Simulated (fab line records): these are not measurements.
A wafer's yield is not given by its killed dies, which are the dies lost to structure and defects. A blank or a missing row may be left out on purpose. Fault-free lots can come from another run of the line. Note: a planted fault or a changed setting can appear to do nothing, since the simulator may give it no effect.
Which tool was responsible? ; flow n5_finfet ; Sampling: 11 lots, 31 wafers, 5 of 1938 route steps

== WHAT EACH GAUGE READ, for each wafer ==
N5_BEOL_M6_THK_MEAS_01. Usual: M6_ILD_THK 155.3 nm, standard deviation 1.8.
lot;measured;on;M6_ILD_THK (nm);flag
L151;day 9 07:19;film_metro-01;156.9 152.9 156.3;
L154;day 10 00:31;film_metro-01;153.6 152.0 155.4;
L156;day 10 09:16;film_metro-01;156.7 155.6 155.6;
L159;day 11 05:49;film_metro-02;154.9 155.4 158.0;
L160;day 11 10:59;film_metro-01;153.4 153.0 154.4;
L163;day 12 02:44;film_metro-02;154.6 154.9 154.2;
L162;day 12 11:59;film_metro-01;153.4 165.1 156.9;
L166;day 13 05:46;film_metro-01;154.3 162.3 157.9;
L172;day 15 09:30;film_metro-02;155.1 153.8;
L171;day 15 09:44;film_metro-02;154.8 152.4 157.0;
L173;day 15 13:07;film_metro-02;153.4 153.8;

== EACH LOT AND THE TOOL THAT RAN IT (in order: tool; ch and the chambers of the sampled wafers; start) ==
lot;N5_BEOL_M5_ALD_86;N5_BEOL_M5_DEP_56;N5_BEOL_M6_ILD_DEP_00;N5_BEOL_M6_CURE_74
L151;ald_metal-03 ch 0,1,3, day 9 00:26;pecvd-04 ch 0,1,2, day 9 06:37;pecvd-01 ch 0,1, day 9 06:44;uv_cure-03 ch 1, day 9 06:49
L154;ald_metal-02 ch 0,2,3, day 9 17:19;pecvd-04 ch 0,2, day 9 23:32;pecvd-01 ch 1,2, day 9 23:40;uv_cure-03 ch 2, day 10 00:00
L156;ald_metal-04 ch 0,3, day 10 02:03;pecvd-03 ch 0,1, day 10 08:02;pecvd-01 ch 0,2, day 10 08:11;uv_cure-03 ch 0, day 10 08:55
L159;ald_metal-04 ch 0,3, day 10 22:58;pecvd-03 ch 0,1, day 11 04:58;pecvd-03 ch 0,1, day 11 05:14;uv_cure-02 ch 1, day 11 05:27
L160;ald_metal-03 ch 0,2, day 11 03:45;pecvd-02 ch 0,1, day 11 10:15;pecvd-03 ch 0, day 11 10:23;uv_cure-02 ch 1, day 11 10:33
L163;ald_metal-02 ch 0,1,2, day 11 19:57;pecvd-04 ch 0,1,2, day 12 02:02;pecvd-03 ch 0,1,2, day 12 02:10;uv_cure-02 ch 1, day 12 02:14
L162;ald_metal-04 ch 0,1,2, day 12 04:53;pecvd-02 ch 0,1,2, day 12 10:49;pecvd-03 ch 0,1,2, day 12 10:56;uv_cure-03 ch 2, day 12 11:19
L166;ald_metal-02 ch 1,2,3, day 12 20:43;pecvd-03 ch 0,1,2, day 13 03:08;pecvd-03 ch 0,1, day 13 03:16;uv_cure-03 ch 1, day 13 04:28
L172;ald_metal-03 ch 0,2, day 15 02:03;pecvd-02 ch 1,2, day 15 08:19;pecvd-01 ch 0,1, day 15 08:26;uv_cure-02 ch 2, day 15 08:31
L171;ald_metal-03 ch 0,1,3, day 15 02:17;pecvd-02 ch 0,1, day 15 09:02;pecvd-01 ch 1,2, day 15 09:09;uv_cure-01 ch 0, day 15 09:18
L173;ald_metal-04 ch 1,2, day 15 06:04;pecvd-03 ch 0,1, day 15 12:25;pecvd-01 ch 1,2, day 15 12:33;uv_cure-01 ch 1, day 15 12:41
- N5_BEOL_M5_ALD_86: deposits TaN, pulse time 2 s, purge time 3 s, co reactant purge time 2 s.
- N5_BEOL_M5_DEP_56: deposits SiCN from 3MS/NH3, target thk 8 nm, time 14 s.
- N5_BEOL_M6_ILD_DEP_00: deposits SiCOH lowk from DEMS/porogen, target thk 179.75 nm, time 33.4 s.
- N5_BEOL_M6_CURE_74: cures SiCOH lowk, time 240 s.

== WHAT THE TOOLS THEMSELVES READ (means of the sampled wafers that have a number; where no wafer has one, the mark that the record gives instead) ==
N5_BEOL_M5_ALD_86. Usual: heater_power_w reads 419 W (standard deviation 39).
lot;tool;heater_power_w (W);flag
L151;ald_metal-03;400;
L154;ald_metal-02;433;
L156;ald_metal-04;410;
L159;ald_metal-04;410;
L160;ald_metal-03;396;
L163;ald_metal-02;433;
L162;ald_metal-04;435;
L166;ald_metal-02;396;
L172;ald_metal-03;400;
L171;ald_metal-03;405;
L173;ald_metal-04;431;

N5_BEOL_M5_DEP_56. Usual: showerhead_plenum_p_Torr 3.669 Torr, standard deviation 0.013; throttle_valve_pct 9.1 %, standard deviation 0.53.
lot;tool;showerhead_plenum_p_Torr (Torr);throttle_valve_pct (%);flag
L151;pecvd-04;3.667;9.6;
L154;pecvd-04;3.663;9.3;
L156;pecvd-03;3.670;8.8;
L159;pecvd-03;3.673;8.8;
L160;pecvd-02;3.668;9.4;
L163;pecvd-04;3.660;9.5;
L162;pecvd-02;3.665;9.1;
L166;pecvd-03;3.684;8.6;
L172;pecvd-02;3.673;8.8;
L171;pecvd-02;3.673;9.3;
L173;pecvd-03;3.680;8.9;

N5_BEOL_M6_ILD_DEP_00. Usual: heater_power_w 310 W, standard deviation 53; showerhead_plenum_p_Torr 5.744 Torr, standard deviation 0.015; throttle_valve_pct 13.8 %, standard deviation 0.47.
lot;tool;heater_power_w (W);showerhead_plenum_p_Torr (Torr);throttle_valve_pct (%);flag
L151;pecvd-01;379;5.744;13.9;
L154;pecvd-01;302;5.757;13.9;
L156;pecvd-01;308;5.738;13.9;
L159;pecvd-03;298;5.751;13.6;
L160;pecvd-03;228;5.741;13.7;
L163;pecvd-03;268;5.753;13.1;
L162;pecvd-03;273;5.752;13.2;
L166;pecvd-03;303;5.751;13.7;
L172;pecvd-01;348;5.726;14.1;
L171;pecvd-01;299;5.745;14.0;
L173;pecvd-01;326;5.757;14.1;

N5_BEOL_M6_CURE_74. Usual: lamp_power_pct 52.31 %, standard deviation 0.051; wafer_temp_C_max 387.0, standard deviation 0.73.
lot;tool;lamp_power_pct (%);wafer_temp_C_max;flag
L151;uv_cure-03;52.32;386.4;
L154;uv_cure-03;52.33;388.3;
L156;uv_cure-03;52.33;387.3;
L159;uv_cure-02;52.31;386.7;
L160;uv_cure-02;52.29;386.6;
L163;uv_cure-02;52.26;387.0;
L162;uv_cure-03;52.25;387.8;
L166;uv_cure-03;52.33;386.8;
L172;uv_cure-02;52.34;387.0;
L171;uv_cure-01;52.35;385.9;
L173;uv_cure-01;52.28;385.9;

== THE ANSWER, worked out from the rows above alone ==
Rule: a lot counts as off when the mean over its wafers that have a number is more than 3 standard deviations away from the usual mean. A lot without any number at a reading at which 4 lots or more have one is off too. All remaining lots with rows at the step are treated as sound. Order of review: gauges by route order, followed by the tools' own readings, for which a lot's mean as printed above is used. The first step at which some lot is off is used, and at that step the reading that is off furthest; a lot without a number counts as furthest.
None of the lots is off at any reading shown; this tells nothing.

== WHAT HAD BEEN PUT IN BY THE SIMULATOR ==
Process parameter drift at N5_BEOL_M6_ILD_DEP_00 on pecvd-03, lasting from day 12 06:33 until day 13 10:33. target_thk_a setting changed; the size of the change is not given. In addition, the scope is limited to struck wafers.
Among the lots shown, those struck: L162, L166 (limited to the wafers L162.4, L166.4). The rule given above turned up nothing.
